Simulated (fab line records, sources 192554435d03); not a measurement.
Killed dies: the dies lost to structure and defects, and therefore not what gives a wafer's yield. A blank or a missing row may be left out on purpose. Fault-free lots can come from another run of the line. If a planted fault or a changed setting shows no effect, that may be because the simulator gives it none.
Which tool was responsible? | flow n5Finfet | 9 lots with 27 wafers sampled at 7 steps, on a route of 1938 steps

== WHAT THE GAUGES SHOWED, per wafer ==
N5_BEOL_M4_THK_MEAS_53: measures by xrf. Usual: M4_THK 38.2 nm, standard deviation 2.
lot  | measured     | on           | M4_THK (nm)       | flag
L467 | day 8 08:38  | filmMetro-01 | 34.8 35.8 40.0    | 
L472 | day 9 10:50  | filmMetro-01 | 41.2 39.1 42.0    | 
L477 | day 10 14:53 | filmMetro-01 | 147.6 136.3 145.1 | OFF
L478 | day 10 19:35 | filmMetro-01 | 152.0 139.1 149.3 | OFF
L480 | day 11 03:35 | filmMetro-01 | 37.4 37.6 38.5    | 
L485 | day 12 15:07 | filmMetro-02 | 35.4 35.5 37.4    | 
L484 | day 13 01:58 | filmMetro-01 | 35.2 36.5 35.2    | 
L488 | day 13 15:46 | filmMetro-01 | 40.1 40.2 38.7    | 
L489 | day 14 01:12 | filmMetro-02 | 39.2 40.1 38.9    | 

N5_BEOL_M4_INSPECT_59: inspects for defects (darkfield). Usual: rawDefectCount reads 75 (standard deviation 26).
lot  | measured     | on               | rawDefectCount | flag
L467 | day 8 09:12  | defectInspect-01 | 66 81 112      | 
L472 | day 9 11:07  | defectInspect-02 | 69 48 48       | 
L477 | day 10 15:11 | defectInspect-02 | 4956 5153 5016 | OFF
L478 | day 10 19:52 | defectInspect-01 | 5088 4959 4986 | OFF
L480 | day 11 03:52 | defectInspect-01 | 72 87 91       | 
L485 | day 12 15:25 | defectInspect-02 | 84 117 139     | 
L484 | day 13 02:18 | defectInspect-01 | 99 49 77       | 
L488 | day 13 16:19 | defectInspect-02 | 26 57 60       | 
L489 | day 14 01:29 | defectInspect-02 | 53 62 54       | 

N5_BEOL_M4_RC_MEAS_101. Usual: DIBL_N 36.4 mV/V, standard deviation 2; DIBL_P 36.1 mV/V, standard deviation 2.5; IOFF_N 0.16 nA/um, standard deviation 0.037; IOFF_P 0.20 nA/um, standard deviation 0.038; ION_N 670 uA/um, standard deviation 13; ION_P 459 uA/um, standard deviation 8.3; SS_N 71.6 mV/dec, standard deviation 0.69; SS_P 73.3 mV/dec, standard deviation 0.72; VT_N 250 mV, standard deviation 3.4; VT_P -251 mV, standard deviation 3.1.
lot  | measured     | on        | DIBL_N (mV/V)  | DIBL_P (mV/V)  | IOFF_N (nA/um) | IOFF_P (nA/um) | ION_N (uA/um) | ION_P (uA/um) | SS_N (mV/dec)  | SS_P (mV/dec)  | VT_N (mV)   | VT_P (mV)      | flag
L467 | day 8 09:23  | prober-02 | 39.1 42.8 39.8 | 41.0 44.9 39.7 | 0.19 0.27 0.20 | 0.25 0.32 0.21 | 673 691 665   | 457 466 449   | 72.4 72.8 72.5 | 73.9 75.0 73.8 | 251 246 248 | -250 -248 -252 | 
L472 | day 9 11:25  | prober-01 | 36.3 33.8 38.1 | 35.4 32.8 38.9 | 0.17 0.13 0.24 | 0.21 0.16 0.27 | 660 655 694   | 449 454 462   | 72.2 71.0 71.6 | 73.8 72.8 74.5 | 251 255 244 | -250 -252 -245 | 
L480 | day 11 03:53 | prober-01 | 36.4 39.1 36.8 | 34.2 36.0 34.2 | 0.14 0.18 0.14 | 0.20 0.22 0.22 | 664 668 670   | 454 456 467   | 70.9 71.5 71.6 | 73.3 73.7 73.4 | 250 246 252 | -251 -249 -248 | 
L485 | day 12 15:27 | prober-02 | 39.0 34.5 33.6 | 40.1 34.5 33.7 | 0.21 0.12 0.11 | 0.25 0.16 0.15 | 684 657 654   | 464 454 450   | 72.2 71.0 71.1 | 73.8 72.7 72.6 | 248 255 255 | -249 -255 -254 | 
L484 | day 13 02:29 | prober-01 | 37.0 35.0 35.4 | 39.0 34.6 36.6 | 0.17 0.12 0.13 | 0.27 0.20 0.22 | 674 654 661   | 469 461 467   | 71.6 71.4 71.2 | 73.9 72.7 73.8 | 252 254 253 | -246 -250 -247 | 
L488 | day 13 16:30 | prober-01 | 36.7 37.6 35.3 | 36.9 36.4 34.9 | 0.18 0.17 0.13 | 0.19 0.18 0.17 | 676 668 651   | 455 445 452   | 71.4 71.6 70.8 | 74.0 73.9 72.3 | 246 247 251 | -254 -255 -256 | 
L489 | day 14 01:40 | prober-01 | 36.2 37.2 38.3 | 36.3 37.4 38.5 | 0.15 0.18 0.20 | 0.22 0.22 0.26 | 688 674 703   | 473 459 484   | 71.5 72.4 71.7 | 73.5 74.0 73.7 | 248 249 243 | -250 -252 -248 | 

== WHAT TOOL EACH LOT RAN ON (gives the tool, then ch and the chambers of the sampled wafers, and finally the start) ==
lot  | N5_BEOL_M4_SPUTTER_92       | N5_BEOL_M4_SPUTTER_96       | N5_BEOL_M4_CMP_52             | N5_BEOL_M4_CO_CAP_55
L467 | pvdSputter-02, day 8 07:07  | pvdSputter-02, day 8 07:33  | cmp-01 ch 0,1, day 8 08:22    | cvdCo-02 ch 0,2, day 8 08:59
L472 | pvdSputter-03, day 9 09:36  | pvdSputter-03, day 9 10:02  | cmp-04 ch 0,1,2, day 9 10:32  | cvdCo-02 ch 0,1,2, day 9 10:55
L477 | pvdSputter-01, day 10 13:40 | pvdSputter-01, day 10 14:06 | cmp-04 ch 0,2,3, day 10 14:43 | cvdCo-02 ch 0,1,2, day 10 15:00
L478 | pvdSputter-03, day 10 18:21 | pvdSputter-03, day 10 18:47 | cmp-04 ch 0,3, day 10 19:17   | cvdCo-02 ch 0,1,2, day 10 19:40
L480 | pvdSputter-02, day 11 02:04 | pvdSputter-02, day 11 02:30 | cmp-03 ch 0,1,3, day 11 03:17 | cvdCo-02 ch 0,1,2, day 11 03:40
L485 | pvdSputter-03, day 12 13:37 | pvdSputter-03, day 12 14:03 | cmp-01 ch 1,2, day 12 14:49   | cvdCo-02 ch 0,1,2, day 12 15:11
L484 | pvdSputter-03, day 13 00:06 | pvdSputter-03, day 13 00:32 | cmp-01 ch 1,2, day 13 01:43   | cvdCo-02 ch 0,1,2, day 13 02:02
L488 | pvdSputter-01, day 13 14:32 | pvdSputter-01, day 13 14:59 | cmp-01 ch 0,3, day 13 15:29   | cvdCo-01 ch 0,1,2, day 13 15:51
L489 | pvdSputter-01, day 13 23:40 | pvdSputter-01, day 14 00:07 | cmp-04 ch 0,2,3, day 14 00:55 | cvdCo-02 ch 0,2, day 14 01:17
- N5_BEOL_M4_SPUTTER_92: material Cu, target thk 4.5 nm, time 8.29 s.
- N5_BEOL_M4_SPUTTER_96: material Cu, target thk 4.5 nm, time 8.29 s.
- N5_BEOL_M4_CMP_52: polishes, stops on SiOC, t overpolish 6.8 s, target thk 40 nm.
- N5_BEOL_M4_CO_CAP_55: material Co, precursor CCTBA/H2, target thk 2 nm, time 102.1 s.

== WHAT THE TOOLS THEMSELVES READ (means of the sampled wafers that have a number; where no wafer has one, the mark that the record gives instead) ==
N5_BEOL_M4_SPUTTER_92. Usual: chamberPressurePa 0.07 Pa, standard deviation 0.00013; throttleValvePct 30.4 %, standard deviation 1.3.
lot  | tool          | chamberPressurePa (Pa) | throttleValvePct (%) | flag
L467 | pvdSputter-02 | 0.07                   | 29.8                 | 
L472 | pvdSputter-03 | 0.07                   | 31.4                 | 
L477 | pvdSputter-01 | 0.07                   | 28.1                 | 
L478 | pvdSputter-03 | 0.07                   | 31.4                 | 
L480 | pvdSputter-02 | 0.07                   | 30.6                 | 
L485 | pvdSputter-03 | 0.07                   | 31.2                 | 
L484 | pvdSputter-03 | 0.07                   | 31.3                 | 
L488 | pvdSputter-01 | 0.07                   | 29.4                 | 
L489 | pvdSputter-01 | 0.07                   | 28.9                 | 

N5_BEOL_M4_SPUTTER_96. Usual: chamberPressurePa 0.06998 Pa, standard deviation 0.00014; throttleValvePct 30.4 %, standard deviation 1.3.
lot  | tool          | chamberPressurePa (Pa) | throttleValvePct (%) | flag
L467 | pvdSputter-02 | 0.06998                | 30.0                 | 
L472 | pvdSputter-03 | 0.07001                | 31.3                 | 
L477 | pvdSputter-01 | 0.06987                | 28.1                 | 
L478 | pvdSputter-03 | 0.07003                | 31.4                 | 
L480 | pvdSputter-02 | 0.06989                | 30.5                 | 
L485 | pvdSputter-03 | 0.06993                | 31.4                 | 
L484 | pvdSputter-03 | 0.07003                | 31.5                 | 
L488 | pvdSputter-01 | 0.07006                | 29.3                 | 
L489 | pvdSputter-01 | 0.06988                | 28.9                 | 

N5_BEOL_M4_CMP_52. Usual: barrierFieldEndpointS 24.5 s, standard deviation 0.86; motorCurrentA 6.1 A, standard deviation 0.55; overpolishRunS 6.800 s, standard deviation 0.0084; platenRpm 50.00 rpm, standard deviation 0.033; timeToEndpointS 60 s, standard deviation 4.4.
lot  | tool   | barrierFieldEndpointS (s) | motorCurrentA (A) | overpolishRunS (s) | platenRpm (rpm) | timeToEndpointS (s) | flag
L467 | cmp-01 | 23.9                      | 5.9               | 6.787              | 49.99           | 58                  | 
L472 | cmp-04 | 24.9                      | 6.1               | 6.798              | 49.99           | 65                  | 
L477 | cmp-04 | 41.2                      | 6.0               | 0.042              | 49.99           | 81                  | OFF
L478 | cmp-04 | 41.2                      | 6.3               | 0.040              | 50.01           | 81                  | OFF
L480 | cmp-03 | 24.8                      | 6.0               | 6.794              | 50.05           | 60                  | 
L485 | cmp-01 | 23.5                      | 5.5               | 6.802              | 49.93           | 56                  | 
L484 | cmp-01 | 23.3                      | 5.3               | 6.800              | 50.00           | 53                  | 
L488 | cmp-01 | 25.0                      | 6.5               | 6.804              | 50.00           | 64                  | 
L489 | cmp-04 | 24.2                      | 6.2               | 6.804              | 50.02           | 58                  | 

N5_BEOL_M4_CO_CAP_55. Usual: heaterPowerW reads 251 W (standard deviation 14).
lot  | tool     | heaterPowerW (W) | flag
L467 | cvdCo-02 | 255              | 
L472 | cvdCo-02 | 254              | 
L477 | cvdCo-02 | 254              | 
L478 | cvdCo-02 | 252              | 
L480 | cvdCo-02 | 254              | 
L485 | cvdCo-02 | 254              | 
L484 | cvdCo-02 | 257              | 
L488 | cvdCo-01 | 237              | 
L489 | cvdCo-02 | 259              | 

== THE ANSWER, worked out from the rows above alone ==
Rule: take the mean of a lot's wafers that have a number; if it is more than 3 standard deviations from the usual mean, the lot is off. Also off: a lot with no number at a reading for which 4 or more lots have one. The other lots that the step has rows for count as sound. After the gauges, taken in route order, come the tools' own readings; for these a lot's mean is taken, as printed above. At the first step where some lot is off, the reading lying furthest off is the one used; lots without a number count as furthest.
Off: at N5_BEOL_M4_THK_MEAS_53 (M4_THK), L477, L478.
A tool fits if, at a process step before that reading, it ran every lot that is off, and no sound lot after the first of them. Not tried: the gauges at N5_BEOL_M4_THK_MEAS_53; whatever is off there is also off at N5_BEOL_M4_INSPECT_59, on other tools, and gauge error can't account for it. None of those tried fits.

== WHAT THE SIMULATOR HAD PUT IN ==
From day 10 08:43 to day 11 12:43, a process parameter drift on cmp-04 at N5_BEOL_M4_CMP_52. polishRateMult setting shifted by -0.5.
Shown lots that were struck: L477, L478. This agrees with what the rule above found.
